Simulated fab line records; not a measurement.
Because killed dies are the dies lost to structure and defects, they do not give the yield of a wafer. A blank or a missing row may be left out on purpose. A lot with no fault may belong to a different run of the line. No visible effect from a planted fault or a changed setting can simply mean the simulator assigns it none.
2 desks looking at one fault ; flow nand_harc ; only its own numbers are on each desk; what lay behind them is given at the end

== THE METROLOGY DESK ==
What the gauges read for every lot (on any tool): the sampled wafers with a number, averaged. Any lot whose mean is over 4 standard deviations away from the usual mean is out of limits and marked OUT; that distance is given in the brackets.
Columns: A = thk_nm at NHARC_A_BONDPAD_THK_MEAS_20, usual 169.7 nm; B = cd_nm at NHARC_THIN_TSV_CD_MEAS_33, usual 5000.2 nm
lot;first seen here;A;B
L965;day 22 13:35;169.9;5000.0
L967;day 24 01:16;167.6;4998.7
L966;day 24 03:25;168.9;4999.2
L976;day 27 23:14;169.9;5000.2
L978;day 28 11:58;169.5;5002.2
L977;day 28 18:04;169.9;5000.0
L979;day 29 00:21;168.6;5001.2
L981;day 29 01:20;171.0;5001.4
L983;day 30 18:27;170.1;5001.4
L985;day 31 10:22;170.3;4999.7
L987;day 31 17:20;170.4;4999.8
L986;day 31 21:00;170.3;5001.3
L988;day 33 14:11;168.3;4998.0
Result from this desk: across the 13 lots, nothing is out of limits.

== FOR THE TOOL OWNER'S DESK: rie_diel-12 ==
The tool's own readings at NHARC_A_SGD_CUT_ETCH_59 (etches the open film in N2/H2, target depth 260 nm, time 406.25 s): means of the sampled wafers that have a number, for each lot that ran on this tool. Any lot whose mean is over 4 standard deviations away from the usual mean is out of limits and marked OUT; that distance is given in the brackets.
Columns: A = drypump_motor_current_A at NHARC_A_SGD_CUT_ETCH_59, usual 5.6 A; B = mfc_ar_sccm at NHARC_A_SGD_CUT_ETCH_59, usual 0.003 sccm; C = oes_product_au at NHARC_A_SGD_CUT_ETCH_59, usual 1.002 a.u.; D = rf_vpp_V at NHARC_A_SGD_CUT_ETCH_59, usual 430.3 V; E = showerhead_plenum_p_Torr at NHARC_A_SGD_CUT_ETCH_59, usual 2.03 Torr; F = throttle_valve_pct at NHARC_A_SGD_CUT_ETCH_59, usual 14.173 %
lot;first seen here;A;B;C;D;E;F
L965;day 18 13:23;5.8;0.000;0.997;429.6;2.02;14.172
L976;day 23 21:57;6.0;0.000;1.001;429.3;2.01;14.177
L977;day 24 09:45;5.7;0.000;0.980;429.3;1.98;14.167
L987;day 27 20:52;5.5;0.000;1.000;429.2;2.00;14.178
Result from this desk: across the 4 lots, nothing is out of limits.

== BROUGHT TOGETHER ==
Metrology desk: nothing out of limits seen.
The desk of the tool owner found nothing out of limits.

== WHAT HAD BEEN PUT IN BY THE SIMULATOR ==
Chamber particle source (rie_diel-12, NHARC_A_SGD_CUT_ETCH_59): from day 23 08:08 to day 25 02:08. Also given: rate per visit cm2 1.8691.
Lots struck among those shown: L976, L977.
